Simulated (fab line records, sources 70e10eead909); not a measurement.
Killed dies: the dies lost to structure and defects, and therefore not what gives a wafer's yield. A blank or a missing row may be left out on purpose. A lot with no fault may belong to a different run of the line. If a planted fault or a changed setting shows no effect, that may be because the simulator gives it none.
The same fault as seen by 2 desks	flow nand_harc	what lay behind the numbers comes last; until then each desk has only its own

TOOL OWNER'S DESK, pvd_sputter-02
The tool's own readings at NHARC_P_M0_PRE_CLEAN_29 (time 30 s): means of the sampled wafers that have a number, for each lot that ran on this tool. The brackets show how far a lot's mean lies from the usual mean; more than 4 standard deviations puts the lot out of limits, marked OUT.
Columns: A = heater_power_w at NHARC_P_M0_PRE_CLEAN_29, usual 430 W
lot	first seen here	A
L547	day 7 05:41	492
L550	day 8 03:31	456
L549	day 8 04:07	480
L555	day 10 07:10	472
L558	day 11 11:05	466
L559	day 12 03:32	452
L568	day 15 19:58	444
Finding of this desk: none of the 7 lots has anything out of limits.

METROLOGY DESK
What the gauges read for every lot (on any tool): the sampled wafers with a number, averaged. The brackets show how far a lot's mean lies from the usual mean; more than 4 standard deviations puts the lot out of limits, marked OUT.
Columns: A = cd_nm at NHARC_THIN_TSV_CD_MEAS_12, usual 999.2 nm
lot	first seen here	A
L545	day 24 07:23	998.6
L548	day 24 20:34	999.8
L547	day 24 21:38	1000.2
L549	day 25 06:25	999.8
L550	day 26 00:28	998.1
L555	day 27 11:49	999.4
L558	day 28 20:10	1001.7
L559	day 29 19:22	996.2
L562	day 30 16:17	999.1
L563	day 31 00:56	998.1
L566	day 32 14:20	997.8
L567	day 32 22:00	1001.0
L568	day 33 19:37	997.3
Finding of this desk: none of the 13 lots has anything out of limits.

TAKEN TOGETHER
The desk of the tool owner found nothing out of limits.
The metrology desk saw nothing out of limits.

WHAT HAD BEEN PUT IN BY THE SIMULATOR
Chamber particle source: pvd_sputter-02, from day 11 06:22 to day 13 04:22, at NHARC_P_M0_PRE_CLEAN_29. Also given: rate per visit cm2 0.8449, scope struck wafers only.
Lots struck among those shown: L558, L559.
